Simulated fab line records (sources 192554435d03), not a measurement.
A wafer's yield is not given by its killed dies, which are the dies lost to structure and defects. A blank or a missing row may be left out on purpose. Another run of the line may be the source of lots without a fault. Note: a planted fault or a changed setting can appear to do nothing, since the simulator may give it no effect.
Chamber matching + flow n5 finfet + N5_BEOL_M2_PRE_CLEAN_60 on cvd co-02 has 3 sister chambers
The step time 15 s. 3 wafers are shown with their chamber, then 8 later ones without.

WAFERS PAIRED WITH THEIR CHAMBERS
| wafer  | chamber | heater power w (W) |
|--------|---------|--------------------|
| L969.1 | 0       | 41                 |
| L971.3 | 1       | 115                |
| L971.5 | 2       | 79                 |

WAFERS WHOSE CHAMBER IS MISSING
| wafer  | heater power w (W) |
|--------|--------------------|
| L970.1 | 42                 |
| L970.5 | 41                 |
| L970.6 | 112                |
| L972.1 | 114                |
| L972.3 | 80                 |
| L972.4 | 80                 |
| L979.1 | 82                 |
| L979.5 | 43                 |

WHICH CHAMBER EACH ONE RAN IN
| wafer  | from the rows above | in truth |
|--------|---------------------|----------|
| L970.1 | 0                   | 0        |
| L970.5 | 0                   | 0        |
| L970.6 | 1                   | 1        |
| L972.1 | 1                   | 1        |
| L972.3 | 2                   | 2        |
| L972.4 | 2                   | 2        |
| L979.1 | 2                   | 2        |
| L979.5 | 0                   | 0        |
Correctly placed: 8 of 8. Left unplaced by these rows: 0. Placed wrongly: 0.
How it was worked out, from the rows above alone: a wafer's distance from a chamber is the root of the sum, over the readings, of the square of ((its reading less the chamber's mean) divided by the reading's scatter). If the next closest chamber is less than 2 further off than the closest, the wafer can't be placed; otherwise it belongs to the closest. The mean given for a chamber averages the wafers shown for that chamber. The scatter (one wafer shown for each chamber): square how far every hidden wafer sits from the nearest shown wafer, average those squares and take the square root.
